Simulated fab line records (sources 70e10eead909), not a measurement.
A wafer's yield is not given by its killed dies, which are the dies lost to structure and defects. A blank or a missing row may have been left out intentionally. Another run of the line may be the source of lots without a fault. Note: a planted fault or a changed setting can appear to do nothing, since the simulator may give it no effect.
The tool behind it: which one? / flow nand-harc / Sampling: 12 lots, 36 wafers, 5 of 1302 route steps

== WHAT THE GAUGES SHOWED, per wafer ==
NHARC_A_CHANNEL_HOLE_D2_INSPECT_12. Usual: raw-defect-count reads 29 (standard deviation 22).
lot=L209; measured=day 12 15:28; on=defect-inspect-02; raw-defect-count=57 53 45; flag=
lot=L211; measured=day 13 15:00; on=defect-inspect-01; raw-defect-count=53 48 63; flag=
lot=L212; measured=day 14 02:59; on=defect-inspect-02; raw-defect-count=4 9 7; flag=
lot=L213; measured=day 14 15:11; on=defect-inspect-02; raw-defect-count=5 7 7; flag=
lot=L217; measured=day 16 07:16; on=defect-inspect-02; raw-defect-count=54 54 37; flag=
lot=L220; measured=day 17 11:55; on=defect-inspect-01; raw-defect-count=8 9 8; flag=
lot=L221; measured=day 17 21:22; on=defect-inspect-01; raw-defect-count=50 57 51; flag=
lot=L223; measured=day 19 05:59; on=defect-inspect-01; raw-defect-count=58 50 55; flag=
lot=L222; measured=day 19 07:23; on=defect-inspect-02; raw-defect-count=16 21 13; flag=
lot=L228; measured=day 21 00:33; on=defect-inspect-01; raw-defect-count=57 49 53; flag=
lot=L231; measured=day 22 03:47; on=defect-inspect-01; raw-defect-count=4 6 4; flag=
lot=L232; measured=day 22 18:57; on=defect-inspect-02; raw-defect-count=5 6 2; flag=

NHARC_END_SORT_01. Usual: killed-at-array 53, standard deviation 19; killed-at-other 0.7, standard deviation 1.1; killed-at-periphery 4.2, standard deviation 2.7; killed-dies 58, standard deviation 18; killed-open 3.1, standard deviation 1.9; killed-short 2.5, standard deviation 1.6.
lot=L221; measured=day 28 15:17; on=prober-01; killed-at-array=667 667 671; killed-at-other=2 1 2; killed-at-periphery=8 9 4; killed-dies=677 677 677; killed-open=4 2 1; killed-short=3 0 3; flag=OFF
lot=L223; measured=day 29 19:20; on=prober-02; killed-at-array=674 674 676; killed-at-other=0 0 1; killed-at-periphery=3 3 0; killed-dies=677 677 677; killed-open=2 2 3; killed-short=2 2 2; flag=OFF
lot=L222; measured=day 30 04:57; on=prober-01; killed-at-array=670 676 674; killed-at-other=0 0 0; killed-at-periphery=7 1 3; killed-dies=677 677 677; killed-open=7 0 4; killed-short=1 3 1; flag=OFF

== EACH LOT AND THE TOOL THAT RAN IT (in order: tool; ch and the chambers of the sampled wafers; start) ==
lot=L209; NHARC_A_CHANNEL_HOLE_D2_ETCH_19=har-etch-02 ch 0,1, day 12 16:53; NHARC_A_CHANNEL_HOLE_D2_ETCH_25=har-etch-02 ch 0,1, day 12 19:46; NHARC_A_CHANNEL_HOLE_D2_STRIP_28=rie-diel-13 ch 2,3, day 12 21:43
lot=L211; NHARC_A_CHANNEL_HOLE_D2_ETCH_19=har-etch-02 ch 0, day 13 16:17; NHARC_A_CHANNEL_HOLE_D2_ETCH_25=har-etch-02 ch 0, day 13 22:21; NHARC_A_CHANNEL_HOLE_D2_STRIP_28=rie-diel-13 ch 1,3, day 14 01:19
lot=L212; NHARC_A_CHANNEL_HOLE_D2_ETCH_19=har-etch-01 ch 0,1, day 14 04:14; NHARC_A_CHANNEL_HOLE_D2_ETCH_25=har-etch-01 ch 0,1, day 14 07:08; NHARC_A_CHANNEL_HOLE_D2_STRIP_28=rie-diel-08 ch 0,3, day 14 09:02
lot=L213; NHARC_A_CHANNEL_HOLE_D2_ETCH_19=har-etch-01 ch 0,1, day 14 18:54; NHARC_A_CHANNEL_HOLE_D2_ETCH_25=har-etch-01 ch 0,1, day 14 21:47; NHARC_A_CHANNEL_HOLE_D2_STRIP_28=rie-diel-09 ch 0,1,2, day 14 23:43
lot=L217; NHARC_A_CHANNEL_HOLE_D2_ETCH_19=har-etch-01 ch 0,1, day 16 08:34; NHARC_A_CHANNEL_HOLE_D2_ETCH_25=har-etch-01 ch 0,1, day 16 11:36; NHARC_A_CHANNEL_HOLE_D2_STRIP_28=rie-diel-13 ch 0,1,2, day 16 13:29
lot=L220; NHARC_A_CHANNEL_HOLE_D2_ETCH_19=har-etch-01 ch 0,1, day 17 13:09; NHARC_A_CHANNEL_HOLE_D2_ETCH_25=har-etch-01 ch 0,1, day 17 16:02; NHARC_A_CHANNEL_HOLE_D2_STRIP_28=rie-diel-09 ch 0,1,3, day 17 18:01
lot=L221; NHARC_A_CHANNEL_HOLE_D2_ETCH_19=har-etch-01 ch 0,1, day 17 22:36; NHARC_A_CHANNEL_HOLE_D2_ETCH_25=har-etch-01 ch 0,1, day 18 01:29; NHARC_A_CHANNEL_HOLE_D2_STRIP_28=rie-diel-13 ch 0,1, day 18 03:25
lot=L223; NHARC_A_CHANNEL_HOLE_D2_ETCH_19=har-etch-02 ch 0,1, day 19 09:11; NHARC_A_CHANNEL_HOLE_D2_ETCH_25=har-etch-02 ch 0,1, day 19 12:11; NHARC_A_CHANNEL_HOLE_D2_STRIP_28=rie-diel-09 ch 0,1,3, day 19 13:58
lot=L222; NHARC_A_CHANNEL_HOLE_D2_ETCH_19=har-etch-01 ch 0,1, day 19 11:20; NHARC_A_CHANNEL_HOLE_D2_ETCH_25=har-etch-01 ch 0,1, day 19 14:37; NHARC_A_CHANNEL_HOLE_D2_STRIP_28=rie-diel-08 ch 2,3, day 19 16:07
lot=L228; NHARC_A_CHANNEL_HOLE_D2_ETCH_19=har-etch-02 ch 0,1, day 21 01:48; NHARC_A_CHANNEL_HOLE_D2_ETCH_25=har-etch-02 ch 0,1, day 21 04:41; NHARC_A_CHANNEL_HOLE_D2_STRIP_28=rie-diel-08 ch 0,2,3, day 21 06:37
lot=L231; NHARC_A_CHANNEL_HOLE_D2_ETCH_19=har-etch-01 ch 0,1, day 22 07:40; NHARC_A_CHANNEL_HOLE_D2_ETCH_25=har-etch-01 ch 0,1, day 22 10:41; NHARC_A_CHANNEL_HOLE_D2_STRIP_28=rie-diel-08 ch 0,3, day 22 12:28
lot=L232; NHARC_A_CHANNEL_HOLE_D2_ETCH_19=har-etch-01 ch 0,1, day 22 20:47; NHARC_A_CHANNEL_HOLE_D2_ETCH_25=har-etch-01 ch 0,1, day 23 00:05; NHARC_A_CHANNEL_HOLE_D2_STRIP_28=rie-diel-13 ch 1,2,3, day 23 01:41
- NHARC_A_CHANNEL_HOLE_D2_ETCH_19: etches the open film in C4F8/O2/Ar, time 34.5 s.
- NHARC_A_CHANNEL_HOLE_D2_ETCH_25: etches the open film in C4F8/O2/Ar, time 1040.2 s, target depth 1500 nm.
- NHARC_A_CHANNEL_HOLE_D2_STRIP_28: strips in O2.

== AS READ BY THE TOOLS THEMSELVES (means over the sampled wafers that have a number; for cases with no such wafer, the mark the record gives instead) ==
NHARC_A_CHANNEL_HOLE_D2_ETCH_19. Usual: drypump-motor-current-A 5.84 A, standard deviation 0.19; showerhead-plenum-p-Torr 3.73 Torr, standard deviation 0.11; throttle-valve-pct 37.037 %, standard deviation 0.0097.
lot=L209; tool=har-etch-02; drypump-motor-current-A (A)=5.87; showerhead-plenum-p-Torr (Torr)=3.52; throttle-valve-pct (%)=37.037; flag=
lot=L211; tool=har-etch-02; drypump-motor-current-A (A)=5.66; showerhead-plenum-p-Torr (Torr)=3.70; throttle-valve-pct (%)=37.037; flag=
lot=L212; tool=har-etch-01; drypump-motor-current-A (A)=5.94; showerhead-plenum-p-Torr (Torr)=3.74; throttle-valve-pct (%)=37.038; flag=
lot=L213; tool=har-etch-01; drypump-motor-current-A (A)=5.93; showerhead-plenum-p-Torr (Torr)=3.73; throttle-valve-pct (%)=37.046; flag=
lot=L217; tool=har-etch-01; drypump-motor-current-A (A)=5.80; showerhead-plenum-p-Torr (Torr)=3.72; throttle-valve-pct (%)=37.032; flag=
lot=L220; tool=har-etch-01; drypump-motor-current-A (A)=5.80; showerhead-plenum-p-Torr (Torr)=3.71; throttle-valve-pct (%)=37.034; flag=
lot=L221; tool=har-etch-01; drypump-motor-current-A (A)=5.80; showerhead-plenum-p-Torr (Torr)=3.70; throttle-valve-pct (%)=37.045; flag=
lot=L223; tool=har-etch-02; drypump-motor-current-A (A)=5.77; showerhead-plenum-p-Torr (Torr)=3.75; throttle-valve-pct (%)=37.038; flag=
lot=L222; tool=har-etch-01; drypump-motor-current-A (A)=5.93; showerhead-plenum-p-Torr (Torr)=3.69; throttle-valve-pct (%)=37.043; flag=
lot=L228; tool=har-etch-02; drypump-motor-current-A (A)=5.88; showerhead-plenum-p-Torr (Torr)=3.83; throttle-valve-pct (%)=37.042; flag=
lot=L231; tool=har-etch-01; drypump-motor-current-A (A)=5.93; showerhead-plenum-p-Torr (Torr)=3.67; throttle-valve-pct (%)=37.040; flag=
lot=L232; tool=har-etch-01; drypump-motor-current-A (A)=5.80; showerhead-plenum-p-Torr (Torr)=3.66; throttle-valve-pct (%)=37.038; flag=

NHARC_A_CHANNEL_HOLE_D2_ETCH_25. Usual: drypump-motor-current-A 5.84 A, standard deviation 0.19; showerhead-plenum-p-Torr 3.68 Torr, standard deviation 0.1; throttle-valve-pct 32.235 %, standard deviation 0.0091.
lot=L209; tool=har-etch-02; drypump-motor-current-A (A)=5.87; showerhead-plenum-p-Torr (Torr)=3.48; throttle-valve-pct (%)=32.241; flag=
lot=L211; tool=har-etch-02; drypump-motor-current-A (A)=5.64; showerhead-plenum-p-Torr (Torr)=3.65; throttle-valve-pct (%)=32.242; flag=
lot=L212; tool=har-etch-01; drypump-motor-current-A (A)=5.95; showerhead-plenum-p-Torr (Torr)=3.69; throttle-valve-pct (%)=32.239; flag=
lot=L213; tool=har-etch-01; drypump-motor-current-A (A)=5.95; showerhead-plenum-p-Torr (Torr)=3.68; throttle-valve-pct (%)=32.226; flag=
lot=L217; tool=har-etch-01; drypump-motor-current-A (A)=5.80; showerhead-plenum-p-Torr (Torr)=3.67; throttle-valve-pct (%)=32.240; flag=
lot=L220; tool=har-etch-01; drypump-motor-current-A (A)=5.80; showerhead-plenum-p-Torr (Torr)=3.66; throttle-valve-pct (%)=32.232; flag=
lot=L221; tool=har-etch-01; drypump-motor-current-A (A)=5.82; showerhead-plenum-p-Torr (Torr)=3.66; throttle-valve-pct (%)=32.236; flag=
lot=L223; tool=har-etch-02; drypump-motor-current-A (A)=5.76; showerhead-plenum-p-Torr (Torr)=3.70; throttle-valve-pct (%)=32.241; flag=
lot=L222; tool=har-etch-01; drypump-motor-current-A (A)=5.97; showerhead-plenum-p-Torr (Torr)=3.65; throttle-valve-pct (%)=32.240; flag=
lot=L228; tool=har-etch-02; drypump-motor-current-A (A)=5.88; showerhead-plenum-p-Torr (Torr)=3.79; throttle-valve-pct (%)=32.232; flag=
lot=L231; tool=har-etch-01; drypump-motor-current-A (A)=5.95; showerhead-plenum-p-Torr (Torr)=3.63; throttle-valve-pct (%)=32.239; flag=
lot=L232; tool=har-etch-01; drypump-motor-current-A (A)=5.83; showerhead-plenum-p-Torr (Torr)=3.62; throttle-valve-pct (%)=32.232; flag=

NHARC_A_CHANNEL_HOLE_D2_STRIP_28. Usual: chamber-pressure-mTorr 60.00 mTorr, standard deviation 0.052; drypump-motor-current-A 5.6 A, standard deviation 0.4; oes-product-au 1.004 a.u., standard deviation 0.011; rf-vpp-V 57.8 V, standard deviation 0.94; showerhead-plenum-p-Torr 3.51 Torr, standard deviation 0.17; throttle-valve-pct 17.036 %, standard deviation 0.0085.
lot=L209; tool=rie-diel-13; chamber-pressure-mTorr (mTorr)=59.96; drypump-motor-current-A (A)=5.4; oes-product-au (a.u.)=0.997; rf-vpp-V (V)=57.1; showerhead-plenum-p-Torr (Torr)=3.31; throttle-valve-pct (%)=17.045; flag=
lot=L211; tool=rie-diel-13; chamber-pressure-mTorr (mTorr)=59.99; drypump-motor-current-A (A)=5.8; oes-product-au (a.u.)=0.999; rf-vpp-V (V)=58.1; showerhead-plenum-p-Torr (Torr)=3.57; throttle-valve-pct (%)=17.034; flag=
lot=L212; tool=rie-diel-08; chamber-pressure-mTorr (mTorr)=59.99; drypump-motor-current-A (A)=5.3; oes-product-au (a.u.)=1.011; rf-vpp-V (V)=57.0; showerhead-plenum-p-Torr (Torr)=3.43; throttle-valve-pct (%)=17.027; flag=
lot=L213; tool=rie-diel-09; chamber-pressure-mTorr (mTorr)=60.04; drypump-motor-current-A (A)=5.5; oes-product-au (a.u.)=0.999; rf-vpp-V (V)=57.1; showerhead-plenum-p-Torr (Torr)=3.42; throttle-valve-pct (%)=17.036; flag=
lot=L217; tool=rie-diel-13; chamber-pressure-mTorr (mTorr)=60.01; drypump-motor-current-A (A)=5.7; oes-product-au (a.u.)=1.002; rf-vpp-V (V)=57.4; showerhead-plenum-p-Torr (Torr)=3.45; throttle-valve-pct (%)=17.032; flag=
lot=L220; tool=rie-diel-09; chamber-pressure-mTorr (mTorr)=60.02; drypump-motor-current-A (A)=5.9; oes-product-au (a.u.)=0.997; rf-vpp-V (V)=57.5; showerhead-plenum-p-Torr (Torr)=3.54; throttle-valve-pct (%)=17.034; flag=
lot=L221; tool=rie-diel-13; chamber-pressure-mTorr (mTorr)=-; drypump-motor-current-A (A)=-; oes-product-au (a.u.)=-; rf-vpp-V (V)=-; showerhead-plenum-p-Torr (Torr)=-; throttle-valve-pct (%)=-; flag=OFF
lot=L223; tool=rie-diel-09; chamber-pressure-mTorr (mTorr)=-; drypump-motor-current-A (A)=-; oes-product-au (a.u.)=-; rf-vpp-V (V)=-; showerhead-plenum-p-Torr (Torr)=-; throttle-valve-pct (%)=-; flag=OFF
lot=L222; tool=rie-diel-08; chamber-pressure-mTorr (mTorr)=-; drypump-motor-current-A (A)=-; oes-product-au (a.u.)=-; rf-vpp-V (V)=-; showerhead-plenum-p-Torr (Torr)=-; throttle-valve-pct (%)=-; flag=OFF
lot=L228; tool=rie-diel-08; chamber-pressure-mTorr (mTorr)=59.97; drypump-motor-current-A (A)=5.3; oes-product-au (a.u.)=1.008; rf-vpp-V (V)=57.3; showerhead-plenum-p-Torr (Torr)=3.55; throttle-valve-pct (%)=17.033; flag=
lot=L231; tool=rie-diel-08; chamber-pressure-mTorr (mTorr)=60.01; drypump-motor-current-A (A)=5.3; oes-product-au (a.u.)=1.015; rf-vpp-V (V)=57.2; showerhead-plenum-p-Torr (Torr)=3.43; throttle-valve-pct (%)=17.045; flag=
lot=L232; tool=rie-diel-13; chamber-pressure-mTorr (mTorr)=59.95; drypump-motor-current-A (A)=5.6; oes-product-au (a.u.)=1.001; rf-vpp-V (V)=57.9; showerhead-plenum-p-Torr (Torr)=3.43; throttle-valve-pct (%)=17.040; flag=

== THE ANSWER, worked out from the rows above alone ==
Rule: a lot counts as off when the mean over its wafers that have a number is more than 3 standard deviations away from the usual mean. Also off: a lot with no number at a reading for which 4 or more lots have one. All remaining lots with rows at the step are treated as sound. First the gauges in route order, then the tools' own readings, where a lot's mean is used as printed above. At the first step where some lot is off, the reading lying furthest off is the one used; lots without a number count as furthest.
Off at NHARC_END_SORT_01 (killed-dies): L221, L223, L222. Neither off nor sound, because the step has no rows for them: L209, L211, L212, L213, L217, L220, L228, L231, L232.
A tool fits if, at a process step before that reading, it ran every lot that is off, and no sound lot after the first of them. The gauges at NHARC_END_SORT_01 aren't tried: what is off there is off at NHARC_A_CHANNEL_HOLE_D2_STRIP_28 too, on other tools, and a gauge's error can't cause that. Not one of the candidates tried fits.

== WHAT WAS PUT IN BY THE SIMULATOR ==
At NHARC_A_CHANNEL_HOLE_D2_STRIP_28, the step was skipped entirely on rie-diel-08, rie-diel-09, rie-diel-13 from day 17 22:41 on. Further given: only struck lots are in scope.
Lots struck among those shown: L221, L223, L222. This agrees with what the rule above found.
